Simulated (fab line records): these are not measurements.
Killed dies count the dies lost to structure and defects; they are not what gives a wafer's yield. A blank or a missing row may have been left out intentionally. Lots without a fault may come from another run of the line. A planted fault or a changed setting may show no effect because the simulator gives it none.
A lot that was struck, set against a sound lot :: flow nand-harc :: 14 out of 1159 route steps
Sound: wafers L775.3, L775.5, L775.6. Struck: wafers L789.4, L789.5 (left out: L789.1, a lot-mate that was not struck); the cause follows at the end.
At each step with rows: each side's tool, then ch and its chambers, then its first start. Under that, the readings that differ: sound wafers :: struck wafers :: difference of the means :: sigmas: that difference in standard deviations of wafers without a fault.
alike: same words and numbers on both sides, and readings whose means sit less than 2 such deviations apart. not compared: any withheld reading, any reading some wafer has no value for, any bound like >300 that may hide the same value, and any number with overlapping values for which the record gives no deviation.
A row with sigmas, a row that says differs or no value, or rows on one side alone: a step with any of these is where the two part. When numbers do not overlap yet have no deviation, they are printed without sigmas and do not part them. A reading missing from all wafers of one side parts the sides only when that side holds two or more wafers.

first, 8 steps without rows for these wafers: NHARC_P_M1_HMDS_02 (time 30 s); NHARC_P_M1_COAT_34 (time 65 s); NHARC_P_M1_COAT_03 (resist thk 90 nm); NHARC_P_M1_SOFTBAKE_04 (time 55 s); NHARC_P_M1_EBR_05; NHARC_P_M1_EXPOSE_06 (exposes mask P M1, target cd 130 nm); NHARC_P_M1_PEB_07 (peb time 65 s); NHARC_P_M1_DEVELOP_08 (develop time 35 s).
NHARC_P_M1_CD_MEAS_09: the cd target is 130 nm.
  sound on cd-sem-03 ch 0, day 6 01:15; struck on cd-sem-02 ch 0, day 9 18:03
  alike: cd-nm
NHARC_P_M1_OVL_MEAS_10: pitch 260 nm.
  struck on overlay-02, day 9 18:08; sound on overlay-02, day 6 01:20
reading: overlay-x-nm (nm)
sound: -0.7 -0.9 -1.0
struck: 1.5 1.7
difference: +2.5
sigmas: +2
  alike: overlay-y-nm
NHARC_P_M1_INSPECT_11:
  struck on defect-inspect-02, day 9 18:11; sound on defect-inspect-01, day 6 01:22
  alike: raw-defect-count
NHARC_P_M1_DESCUM_14: chemistry O2, time 3 s.
  sound on rie-diel-04 ch 1,2, day 6 01:26; struck on rie-diel-13 ch 0, day 9 18:14
  alike: drypump-motor-current-A, oes-product-au, rf-vpp-V, showerhead-plenum-p-Torr, throttle-valve-pct
  not compared: rf-hours-counter-h
NHARC_P_M1_ETCH_35: etches the open film in N2/H2, target depth 40 nm, overetch 12 nm, time 43.94 s.
  sound on rie-diel-04 ch 0,1, day 6 01:31; struck on rie-diel-13 ch 0,1, day 9 18:19
reading: oes-product-au (a.u.)
sound: 0.992 0.991 0.981
struck: 0.801 0.828
difference: -0.173
sigmas: -12
  alike: drypump-motor-current-A, rf-vpp-V, showerhead-plenum-p-Torr, throttle-valve-pct
  not compared: rf-hours-counter-h
NHARC_P_M1_ETCH_15: etches the open film in C4F8/Ar, target depth 182.5 nm, time 91.2 s.
  sound: rie-diel-04 ch 1,2,3; struck: rie-diel-13 ch 0,1
  alike: oes-product-au, rf-vpp-V
  not compared: rf-hours-counter-h

## WHERE THEY PART
Earliest at NHARC_P_M1_OVL_MEAS_10; latest, in this record, at NHARC_P_M1_ETCH_35. Later steps at which nothing parts them and some readings are alike: NHARC_P_M1_ETCH_15.

WHY: what the simulator had put in
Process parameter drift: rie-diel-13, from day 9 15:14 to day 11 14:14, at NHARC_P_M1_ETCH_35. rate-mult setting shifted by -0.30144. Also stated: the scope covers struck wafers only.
